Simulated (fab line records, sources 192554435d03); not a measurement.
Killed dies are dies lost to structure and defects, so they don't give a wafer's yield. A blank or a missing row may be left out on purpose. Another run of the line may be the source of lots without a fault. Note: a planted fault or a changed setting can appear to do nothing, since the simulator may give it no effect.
Split-lot study / flow n5 finfet / on a route of 1938 steps: 7 lots, 21 wafers read

== THE SPLIT ==
At N5_BEOL_M7_COAT_71 (time 60 s, resist thk 5 nm), the setting spin rpm was moved away from the recipe's 1500 rpm on 5 of the 21 wafers read, by -4.1% to +7.3%. For the rest of the wafers, this setting stayed at what the recipe calls for.

== FROM THE SPLIT TO THE READING: what the file shows between them, 1 step ==
- N5_BEOL_M7_DESCUM_33: chemistry O2, time 7 s (also split here: time s)

== THE READING ==
etch.depth nm (the simulator's own value, which no gauge read), in nm, at N5_BEOL_M7_ETCH_72 (etches underlayer in N2/H2, target depth 6.5 nm, time 5.2 s). No usual value for it is given in the file. Across the 16 wafers here that went through the recipe, the average is 4.991 nm and the standard deviation 0.0087 nm.

wafer=L079.2; tool, chamber at the split=litho track-01, 0; spin rpm as run, rpm=1500; against the recipe=recipe; etch.depth nm, nm=4.987; against lot-mates on the recipe=-
wafer=L079.5; tool, chamber at the split=litho track-01, 0; spin rpm as run, rpm=1500; against the recipe=recipe; etch.depth nm, nm=4.984; against lot-mates on the recipe=-
wafer=L079.6; tool, chamber at the split=litho track-01, 0; spin rpm as run, rpm=1562; against the recipe=+4.1%; etch.depth nm, nm=4.905; against lot-mates on the recipe=-0.080
wafer=L081.1; tool, chamber at the split=litho track-03, 0; spin rpm as run, rpm=1500; against the recipe=recipe; etch.depth nm, nm=4.977; against lot-mates on the recipe=-
wafer=L081.3; tool, chamber at the split=litho track-03, 0; spin rpm as run, rpm=1500; against the recipe=recipe; etch.depth nm, nm=4.991; against lot-mates on the recipe=-
wafer=L081.5; tool, chamber at the split=litho track-03, 0; spin rpm as run, rpm=1550; against the recipe=+3.3%; etch.depth nm, nm=4.896; against lot-mates on the recipe=-0.088
wafer=L083.1; tool, chamber at the split=litho track-01, 0; spin rpm as run, rpm=1500; against the recipe=recipe; etch.depth nm, nm=4.995; against lot-mates on the recipe=-
wafer=L083.3; tool, chamber at the split=litho track-01, 0; spin rpm as run, rpm=1610; against the recipe=+7.3%; etch.depth nm, nm=4.822; against lot-mates on the recipe=-0.166
wafer=L083.4; tool, chamber at the split=litho track-01, 0; spin rpm as run, rpm=1500; against the recipe=recipe; etch.depth nm, nm=4.981; against lot-mates on the recipe=-
wafer=L084.2; tool, chamber at the split=litho track-03, 0; spin rpm as run, rpm=1500; against the recipe=recipe; etch.depth nm, nm=5.007; against lot-mates on the recipe=-
wafer=L084.5; tool, chamber at the split=litho track-03, 0; spin rpm as run, rpm=1500; against the recipe=recipe; etch.depth nm, nm=4.993; against lot-mates on the recipe=-
wafer=L084.6; tool, chamber at the split=litho track-03, 0; spin rpm as run, rpm=1500; against the recipe=recipe; etch.depth nm, nm=5; against lot-mates on the recipe=-
wafer=L091.2; tool, chamber at the split=litho track-02, 0; spin rpm as run, rpm=1500; against the recipe=recipe; etch.depth nm, nm=4.99; against lot-mates on the recipe=-
wafer=L091.4; tool, chamber at the split=litho track-02, 0; spin rpm as run, rpm=1500; against the recipe=recipe; etch.depth nm, nm=4.978; against lot-mates on the recipe=-
wafer=L091.6; tool, chamber at the split=litho track-02, 0; spin rpm as run, rpm=1500; against the recipe=recipe; etch.depth nm, nm=4.987; against lot-mates on the recipe=-
wafer=L094.1; tool, chamber at the split=litho track-03, 0; spin rpm as run, rpm=1500; against the recipe=recipe; etch.depth nm, nm=5.008; against lot-mates on the recipe=-
wafer=L094.2; tool, chamber at the split=litho track-03, 0; spin rpm as run, rpm=1500; against the recipe=recipe; etch.depth nm, nm=4.995; against lot-mates on the recipe=-
wafer=L094.3; tool, chamber at the split=litho track-03, 0; spin rpm as run, rpm=1500; against the recipe=recipe; etch.depth nm, nm=4.989; against lot-mates on the recipe=-
wafer=L095.1; tool, chamber at the split=litho track-03, 0; spin rpm as run, rpm=1439; against the recipe=-4.1%; etch.depth nm, nm=5.111; against lot-mates on the recipe=+0.117
wafer=L095.2; tool, chamber at the split=litho track-03, 0; spin rpm as run, rpm=1500; against the recipe=recipe; etch.depth nm, nm=4.994; against lot-mates on the recipe=-
wafer=L095.3; tool, chamber at the split=litho track-03, 0; spin rpm as run, rpm=1439; against the recipe=-4.1%; etch.depth nm, nm=5.087; against lot-mates on the recipe=+0.093

THE FIT
A straight line over all 21 wafers: etch.depth nm changes by -0.0243 nm for each +1% of spin rpm; r = -0.98; the points scatter about the line by 0.011 nm.
The same after taking each lot's own level away (the mean of its wafers on the recipe; 21 wafers): -0.0235 nm for each +1%; r = -0.99; scatter 0.0086 nm.
That fit puts the effect of the largest move of spin rpm on the reading at 0.17 nm.
From 4.9840 to 5.0000 nm: that is the span of the lots' own levels, equal to 1.8 times the standard deviation above.
Hence the lot-to-lot level has little effect on the slope; both slopes agree.
Check: with one of the wafers moved furthest among these (+7.3%) left out of the fit, the line predicts -0.176 nm for it against its lot-mates. It came out at -0.166 nm against them.

== THE OTHER SPLITS THESE WAFERS WENT THROUGH ==
Other splits were also applied to these wafers ahead of the reading. Each is held against what the fit with the lots' levels taken away leaves over:
other split on the same wafers=N5_BEOL_M4_TRENCH_ETCH_37 time s; wafers away from the commonest value=8; r with etch.depth nm (lot level and that fit taken away)=+0.16
other split on the same wafers=N5_BEOL_M5_COAT_66 spin rpm; wafers away from the commonest value=10; r with etch.depth nm (lot level and that fit taken away)=-0.30
other split on the same wafers=N5_BEOL_M5_COAT_74 spin rpm; wafers away from the commonest value=7; r with etch.depth nm (lot level and that fit taken away)=+0.14
other split on the same wafers=N5_BEOL_M6_HM_DEP_02 target thk a; wafers away from the commonest value=12; r with etch.depth nm (lot level and that fit taken away)=+0.23
other split on the same wafers=N5_BEOL_M7_DESCUM_33 time s; wafers away from the commonest value=8; r with etch.depth nm (lot level and that fit taken away)=-0.18

== THE FILE'S OWN FIT ==
etch.depth nm changes by -0.023 nm for each +1% of spin rpm, r = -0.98.
